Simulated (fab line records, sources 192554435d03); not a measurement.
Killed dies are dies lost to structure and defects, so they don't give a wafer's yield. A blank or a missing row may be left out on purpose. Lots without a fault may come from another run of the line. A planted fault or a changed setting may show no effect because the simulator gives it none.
fab line records | flow n5_finfet
record lots=10 wafers=30 last_day=20
route steps=1938 shown PMOS_HMC_CHANNEL_EPI@87 FIN_SAQP@101 BEOL_M4@1111
lots that met no fault: from a run of the same line without faults
start_h: hours from the record's first day to the start of the lot's first wafer shown | wait_h: hours since the lot's step before | " the same as in the row above | L1.1+2: a row that stands for several wafers | - no value, or no start given | * or withheld: withheld | < > ~ a bound
route shown NAME@n: a module of which the file shows steps, and the number in the route of the first | usual: mean/standard deviation of fault-free wafers | same: alike in all rows | chamber/n: place in a boat | sites: the reading at each site | _std_site: their standard deviation | _edge_site: outer sites' mean less inner sites' | radius_mm: how far each site lies from the wafer's centre | mask NAME#n: copy n | behind: the tool/chamber that last shaped the wafer | hold: why the lot was held/for how many hours/how that ended | device: the transistor (n, p or np) that didn't switch | end of line: the same wafers' tests at the end of the route | a step without rows: its recipe alone | killed: dies lost to structure and defects at the first sort, not the wafer's yield | map: a wafer's dies, x killed, . not, _ none there
set.NAME: the setting as run; set.NAME@STEP: as run at that earlier step | model.NAME: the simulator's own value behind a step, which no gauge read
steps of the route over a sample of lots; a table a step, a row a wafer
services: from which hour (start_h, from the record's first day; less than 0 if before it) a tool's chamber was out of use, for how many hours, and why
## steps
# step N5_PMOS_HMC_CHANNEL_EPI_EPI_26
# recipe material=Si target_thk_a=38 temp_c=650 precursor=SiH4/H2 pressure_torr=20 time_s=22.7
# usual susceptor_temp_C_max=651.1/0.37 throttle_valve_pct=11.2/0.3
# columns lot.wafer tool chamber start_h wait_h susceptor_temp_C_max throttle_valve_pct
L228.4 epi_rpcvd-01 0 19.50 0.2 650.9 11.5
L228.5 " 0 " " 650.5 11.1
L228.6 " 0 " " 650.9 11.4
L229.2 epi_rpcvd-04 0 25.45 0.1 650.8 11.2
L229.4 " 0 " " 651.2 10.8
L229.6 " 0 " " 651.3 11.1
L233.1 epi_rpcvd-04 0 50.47 0.0 651.4 10.9
L233.2 " 0 " " 651.2 11.2
L233.6 " 0 " " 650.9 11.1
L234.1 epi_rpcvd-01 0 56.31 0.0 651.0 11.2
L234.3 " 0 " " 650.7 11.4
L234.6 " 0 " " 650.6 11.7
L235.3 epi_rpcvd-01 0 61.98 0.1 650.6 11.4
L235.4 " 0 " " 650.1 11.7
L235.5 " 0 " " 650.6 11.4
L236.2 epi_rpcvd-04 0 68.15 0.1 651.5 10.8
L236.3 " 0 " " 651.0 10.9
L236.5 " 0 " " 651.3 11.0
L237.1 epi_rpcvd-04 0 73.93 0.0 651.3 11.0
L237.5 " 0 " " 651.3 11.1
L237.6 " 0 " " 651.7 11.3
L239.1 epi_rpcvd-01 0 85.52 0.0 651.0 11.4
L239.2 " 0 " " 651.6 11.5
L239.6 " 0 " " 651.2 11.4
L250.1 epi_rpcvd-01 0 152.00 0.0 650.9 11.7
L250.3 " 0 " " 650.5 11.7
L250.5 " 0 " " 650.7 11.4
L251.1 epi_rpcvd-04 0 157.69 0.0 651.9 11.0
L251.2 " 0 " " 651.8 10.8
L251.3 " 0 " " 650.8 11.0
# step N5_FIN_SAQP_THK_MEAS_07
# usual thk_nm=60.2/0.98
# columns lot.wafer tool chamber start_h wait_h thk_nm
L228.4 film_metro-01 - 20.76 0.0 61.5
L228.5 " - " " 59.8
L228.6 " - " " 61.4
L229.2 film_metro-02 - 26.61 0.1 59.7
L229.4 " - " " 60.0
L229.6 " - " " 60.5
L233.1 film_metro-01 - 51.70 0.1 59.9
L233.2 " - " " 59.9
L233.6 " - " " 60.1
L234.1 film_metro-02 - 57.59 0.1 60.1
L234.3 " - " " 60.9
L234.6 " - " " 61.3
L235.3 film_metro-02 - 63.17 0.1 58.9
L235.4 " - " " 60.6
L235.5 " - " " 61.3
L236.2 film_metro-02 - 69.31 0.1 59.2
L236.3 " - " " 60.8
L236.5 " - " " 60.3
L237.1 film_metro-01 - 75.13 0.1 58.4
L237.5 " - " " 59.1
L237.6 " - " " 60.6
L239.1 film_metro-02 - 87.06 0.1 61.0
L239.2 " - " " 60.5
L239.6 " - " " 61.2
L250.1 film_metro-01 - 153.29 0.1 58.8
L250.3 " - " " 60.1
L250.5 " - " " 59.6
L251.1 film_metro-01 - 159.07 0.1 60.5
L251.2 " - " " 60.4
L251.3 " - " " 59.2
# step N5_FIN_SAQP_COAT_10
# recipe resist=CAR-ArF spin_rpm=1500 resist_thk_nm=90
# usual spin_speed_rpm=1500.2/1
# columns lot.wafer tool chamber start_h wait_h spin_speed_rpm
L228.4 litho_track-05 0 20.88 - 1499.8
L228.5 " 0 " " 1499.1
L228.6 " 0 " " 1499.7
L229.2 litho_track-03 0 26.73 - 1500.7
L229.4 " 0 " " 1501.0
L229.6 " 0 " " 1502.5
L233.1 litho_track-01 0 51.82 - 1502.4
L233.2 " 0 " " 1499.4
L233.6 " 0 " " 1500.6
L234.1 litho_track-03 0 57.73 - 1499.6
L234.3 " 0 " " 1499.9
L234.6 " 0 " " 1499.9
L235.3 litho_track-03 0 63.29 - 1498.9
L235.4 " 0 " " 1501.6
L235.5 " 0 " " 1499.6
L236.2 litho_track-01 0 69.42 - 1498.0
L236.3 " 0 " " 1499.5
L236.5 " 0 " " 1499.0
L237.1 litho_track-03 0 75.25 - 1501.2
L237.5 " 0 " " 1499.3
L237.6 " 0 " " 1500.8
L239.1 litho_track-01 0 87.18 - 1501.7
L239.2 " 0 " " 1501.3
L239.6 " 0 " " 1499.1
L250.1 litho_track-03 0 153.41 - 1171.7
L250.3 " 0 " " 1171.2
L250.5 " 0 " " 1172.5
L251.1 litho_track-03 0 159.19 - 1169.9
L251.2 " 0 " " 1171.8
L251.3 " 0 " " 1171.0
# step N5_FIN_SAQP_STRIP_55
# recipe chemistry=N2/H2 power_w=500 temp_c=40 pressure_mtorr=50 rf_frequency_hz=6e+07 overash_fraction=0.3 bias_power_w=28 h2_frac=0.5 n2_flow_sccm=300 h2_flow_sccm=300
# usual drypump_motor_current_A=5.5/0.46 oes_product_au=0.79/0.093 rf_vpp_V=121.8/1.6 showerhead_plenum_p_Torr=3.37/0.13 throttle_valve_pct=18.99/0.25
# same overash_fraction=0.3
# columns lot.wafer tool chamber start_h wait_h drypump_motor_current_A oes_product_au rf_hours_counter_h rf_vpp_V showerhead_plenum_p_Torr throttle_valve_pct
L228.4 rie_diel-01 1 21.65 0.1 5.3 0.74 - 121.2 3.33 19.01
L228.5 " 0 " " 4.9 0.78 - 121.7 3.34 18.93
L228.6 " 2 " " 6.4 0.68 - 117.8 3.19 19.49
L229.2 rie_diel-01 1 27.58 0.1 5.3 0.74 191 120.4 3.33 19.02
L229.4 " 3 " " 5.0 1.00 - 123.1 3.59 18.75
L229.6 " 1 " " 5.3 0.73 - 123.5 3.33 19.04
L233.1 rie_diel-04 0 52.79 0.1 5.7 0.70 227 119.2 3.20 19.32
L233.2 " 2 " " 5.7 0.92 13 121.9 3.30 18.20
L233.6 " 0 " " 5.7 0.70 - 119.1 3.20 19.36
L234.1 rie_diel-01 1 59.42 0.2 5.3 0.74 202 123.6 3.33 19.05
L234.3 " 0 " " 4.9 0.77 153 120.3 3.33 18.96
L234.6 " 3 " " 4.9 0.96 - 120.8 3.58 18.72
L235.3 rie_diel-01 2 64.13 0.1 6.4 0.98 7 124.3 3.59 19.10
L235.4 " 1 " " 5.3 0.72 204 121.7 3.33 19.04
L235.5 " 3 " " 4.9 0.94 - 122.9 3.58 18.74
L236.2 rie_diel-01 3 70.33 0.1 4.9 0.95 17 121.3 3.58 18.79
L236.3 " 1 " " 5.3 0.74 206 122.5 3.32 19.05
L236.5 " 1 " " 5.3 0.72 - 122.4 3.32 19.04
L237.1 rie_diel-04 2 76.16 0.1 5.7 0.89 24 121.3 3.29 18.21
L237.5 " 0 " " 5.7 0.69 - 120.6 3.19 19.37
L237.6 " 2 " " 5.8 0.90 - 119.6 3.29 18.23
L239.1 rie_diel-01 3 88.18 0.1 4.9 0.93 23 121.5 3.58 18.77
L239.2 " 2 " " 6.4 0.94 13 124.9 3.59 19.13
L239.6 " 0 " " 4.9 0.76 - 120.6 3.32 18.97
L250.1 rie_diel-02 0 154.47 0.1 5.3 0.73 178 122.6 3.33 18.88
L250.3 " 2 " " 5.9 0.70 214 120.4 3.20 19.40
L250.5 " 3 " " 5.6 0.68 - 124.3 3.47 19.17
L251.1 rie_diel-01 1 160.03 0.1 5.3 0.71 238 123.4 3.31 19.06
L251.2 " 2 " " 6.4 0.89 40 125.7 3.57 19.16
L251.3 " 0 " " 4.9 0.74 187 120.5 3.31 19.03
# step N5_BEOL_M4_RC_MEAS_101
# usual DIBL_N=36.7/1.8 DIBL_P=37.0/2.4 IOFF_N=0.17/0.036 IOFF_P=0.22/0.042 ION_N=673/12 ION_P=462/8.5 SS_N=71.7/0.62 SS_P=73.4/0.65 VT_N=250/3.7 VT_P=-250/3.7
# columns lot.wafer tool chamber start_h wait_h DIBL_N[mV/V] DIBL_P[mV/V] IOFF_N[nA/um] IOFF_P[nA/um] ION_N[uA/um] ION_P[uA/um] SS_N[mV/dec] SS_P[mV/dec] VT_N[mV] VT_P[mV]
L229.2 prober-02 0 188.56 0.2 38.5 39.0 0.19 0.25 671 461 71.5 73.3 250 -250
L229.4 " 0 " " 38.2 39.0 0.21 0.24 675 460 71.9 74.6 245 -250
L229.6 " 0 " " 37.8 37.4 0.19 0.22 667 457 72.0 73.4 250 -249
L228.4 prober-01 0 190.83 0.5 38.0 39.7 0.19 0.24 682 462 72.3 73.6 247 -250
L228.5 " 0 " " 36.5 37.5 0.16 0.20 676 460 71.0 73.5 250 -252
L228.6 " 0 " " 37.5 39.1 0.18 0.23 678 458 71.5 74.0 248 -251
L233.1 prober-01 0 204.56 0.0 37.7 38.4 0.17 0.21 670 455 72.2 73.5 251 -253
L233.2 " 0 " " 34.6 34.7 0.13 0.16 671 456 71.1 72.0 252 -255
L233.6 " 0 " " 35.9 35.1 0.14 0.17 655 447 71.1 73.6 252 -254
L235.3 prober-02 0 224.45 0.3 36.2 37.7 0.16 0.22 675 471 71.6 73.5 249 -246
L235.4 " 0 " " 33.3 33.2 0.12 0.17 663 460 71.1 72.6 254 -251
L235.5 " 0 " " 37.4 38.6 0.18 0.25 677 468 72.3 73.3 248 -248
L234.1 prober-01 0 233.22 0.0 35.5 35.9 0.15 0.21 669 461 71.5 72.5 248 -252
L234.3 " 0 " " 36.9 37.3 0.17 0.22 669 460 72.1 73.8 250 -252
L234.6 " 0 " " 39.9 40.9 0.24 0.27 687 463 73.2 74.7 244 -250
L236.2 prober-02 0 233.76 0.2 41.1 41.2 0.24 0.27 692 467 72.5 73.7 244 -251
L236.3 " 0 " " 38.2 38.3 0.18 0.20 672 456 72.0 73.1 248 -255
L236.5 " 0 " " 37.5 37.9 0.17 0.21 670 451 71.7 73.3 247 -251
L239.1 prober-02 0 237.03 0.0 37.4 38.1 0.18 0.23 675 459 71.5 74.1 248 -251
L239.2 " 0 " " 36.3 37.3 0.16 0.23 687 471 71.8 73.4 249 -250
L239.6 " 0 " " 37.2 36.4 0.16 0.21 689 470 71.9 73.1 248 -250
L237.1 prober-01 0 237.71 0.0 35.9 35.9 0.17 0.25 683 479 71.0 72.7 246 -243
L237.5 " 0 " " 35.4 35.4 0.15 0.24 667 470 72.1 72.2 250 -244
L237.6 " 0 " " 37.8 37.7 0.20 0.29 672 474 71.9 73.1 245 -243
L250.1 prober-02 0 330.73 0.0 37.6 38.4 0.18 0.24 684 467 72.0 72.7 248 -250
L250.3 " 0 " " 36.9 37.5 0.16 0.22 671 460 71.8 73.1 249 -254
L250.5 " 0 " " 36.6 37.7 0.16 0.23 676 469 71.8 73.9 249 -251
L251.1 prober-01 0 355.73 0.0 36.6 36.4 0.15 0.19 669 454 71.8 72.8 251 -252
L251.2 " 0 " " 36.8 35.9 0.16 0.20 682 464 71.9 73.6 248 -253
L251.3 " 0 " " 35.9 35.0 0.14 0.18 670 455 71.6 73.4 251 -254
## services
# columns tool chamber start_h hours kind
rie_diel-04 2 -0.97 - clean
rie_diel-04 2 -0.97 - consumable_replace:focus_ring
rie_diel-04 2 -0.97 16.4 scheduled_down
rie_diel-04 2 -0.97 16.4 vent_cycle
rie_diel-01 3 3.72 - clean
rie_diel-01 3 3.72 - consumable_replace:focus_ring
rie_diel-01 3 3.72 - consumable_replace:showerhead
rie_diel-01 3 3.72 21.6 scheduled_down
rie_diel-01 3 3.72 21.6 vent_cycle
rie_diel-01 2 25.29 - clean
rie_diel-01 2 25.29 - consumable_replace:focus_ring
rie_diel-01 2 25.29 - consumable_replace:showerhead
rie_diel-01 2 25.29 19.6 scheduled_down
rie_diel-01 2 25.29 19.6 vent_cycle
rie_diel-04 1 50.04 6.2 repair
rie_diel-04 3 51.04 30.3 repair
rie_diel-02 0 51.06 16.0 repair
rie_diel-02 3 53.76 2.0 repair
rie_diel-01 2 69.28 5.1 repair
rie_diel-01 - 76.56 0.6 repair
rie_diel-04 1 107.92 4.6 repair
rie_diel-04 0 112.71 - clean
epi_rpcvd-04 - 147.42 0.7 repair
rie_diel-04 2 158.20 4.0 repair
## key
first_sign step=N5_FIN_SAQP_COAT_10 reading=spin_speed_rpm direction=down sigmas=99+ usual=* struck=*
effect none on later readings
met_at N5_FIN_SAQP_COAT_10
struck_lots L250,L251
not_acting_at N5_PMOS_HMC_CHANNEL_EPI_EPI_26,N5_FIN_SAQP_THK_MEAS_07,N5_FIN_SAQP_STRIP_55
onset_between 75.25 153.41
fault kind=process_parameter_drift tool=litho_track-03 chamber=- onset_h=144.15 steps=N5_FIN_SAQP_COAT_10 channel=spin_rpm offset=* shape=step end_h=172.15 acts_in=* stated=*
